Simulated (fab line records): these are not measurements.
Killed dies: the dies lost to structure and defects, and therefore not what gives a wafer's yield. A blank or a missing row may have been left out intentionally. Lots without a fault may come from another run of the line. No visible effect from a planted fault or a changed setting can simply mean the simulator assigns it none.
What tool caused it? :: flow nand-harc :: Sampling: 6 lots, 18 wafers, 5 of 1302 route steps

WHAT EACH GAUGE READ, for each wafer
NHARC_END_SORT_01.
lot: L795
measured: day 31 19:13
on: prober-01
killed-at-array: 68 62 58

TOOL THAT RAN EACH LOT (tool first, then ch and the chambers of the sampled wafers, then the start)
lot: L778
NHARC_A_CONTACT_ETCH_126: har-cap-etch-03 ch 0,1, day 22 09:37
NHARC_A_CONTACT_ETCH_127: har-cap-etch-03 ch 0,1, day 22 09:47
NHARC_A_CONTACT_STRIP_82: rie-diel-13 ch 0,1,3, day 22 14:00 or earlier
NHARC_A_CONTACT_SOFTBAKE_03: litho-track-06 ch 0, day 22 14:00

lot: L780
NHARC_A_CONTACT_ETCH_126: har-cap-etch-02 ch 0,1, day 23 16:22
NHARC_A_CONTACT_ETCH_127: har-cap-etch-02 ch 0,1, day 23 16:33
NHARC_A_CONTACT_STRIP_82: rie-diel-13 ch 0,2,3, day 23 22:00 or earlier
NHARC_A_CONTACT_SOFTBAKE_03: litho-track-04 ch 0, day 23 22:00

lot: L784
NHARC_A_CONTACT_ETCH_126: har-cap-etch-01 ch 0,1, day 25 10:28
NHARC_A_CONTACT_ETCH_127: har-cap-etch-01 ch 0,1, day 25 10:39
NHARC_A_CONTACT_STRIP_82: rie-diel-12 ch 0,1,2, day 25 15:00 or earlier
NHARC_A_CONTACT_SOFTBAKE_03: litho-track-04 ch 0, day 25 15:00

lot: L788
NHARC_A_CONTACT_ETCH_126: har-cap-etch-02 ch 0, day 26 15:41
NHARC_A_CONTACT_ETCH_127: har-cap-etch-02 ch 0, day 26 15:52
NHARC_A_CONTACT_STRIP_82: rie-diel-13 ch 0,2,3, day 26 23:00 or earlier
NHARC_A_CONTACT_SOFTBAKE_03: litho-track-04 ch 0, day 26 23:00

lot: L795
NHARC_A_CONTACT_ETCH_126: har-cap-etch-01 ch 0, day 29 12:40
NHARC_A_CONTACT_ETCH_127: har-cap-etch-01 ch 0, day 29 12:50
NHARC_A_CONTACT_STRIP_82: rie-diel-02 ch 0,2,3, day 29 18:00 or earlier
NHARC_A_CONTACT_SOFTBAKE_03: litho-track-06 ch 0, day 29 18:00

lot: L799
NHARC_A_CONTACT_ETCH_126: har-cap-etch-03 ch 1, day 30 12:19
NHARC_A_CONTACT_ETCH_127: har-cap-etch-03 ch 1, day 30 12:30
NHARC_A_CONTACT_STRIP_82: rie-diel-12 ch 1,3, day 30 20:00 or earlier
NHARC_A_CONTACT_SOFTBAKE_03: litho-track-01 ch 0, day 30 20:00
- NHARC_A_CONTACT_ETCH_126: etches the open film in C4F8/O2/Ar, time 197 s, target depth 1918 nm.
- NHARC_A_CONTACT_ETCH_127: etches the open film in C4F8/O2/Ar, time 197 s, target depth 1918 nm.
- NHARC_A_CONTACT_STRIP_82: strips in O2.
- NHARC_A_CONTACT_SOFTBAKE_03: time 55 s.

THE ANSWER, worked out from the rows above alone
Rule: what is usual is taken from the lots themselves. Put in order of their means at a reading, lots are off if they are a third of the lots or fewer, leave a main group of 4 or more, and stand apart from it by a gap of 3 or more times the standard deviation of the main group's means; of several such gaps the widest counts. A main group whose means are all the same, to the digits that the tables above print for the reading, isn't used. A lot without any number at a reading at which 4 lots or more have one is off too. The other lots that the step has rows for count as sound.
None of the lots is off at any reading shown; this tells nothing.

WHAT THE SIMULATOR HAD PUT IN
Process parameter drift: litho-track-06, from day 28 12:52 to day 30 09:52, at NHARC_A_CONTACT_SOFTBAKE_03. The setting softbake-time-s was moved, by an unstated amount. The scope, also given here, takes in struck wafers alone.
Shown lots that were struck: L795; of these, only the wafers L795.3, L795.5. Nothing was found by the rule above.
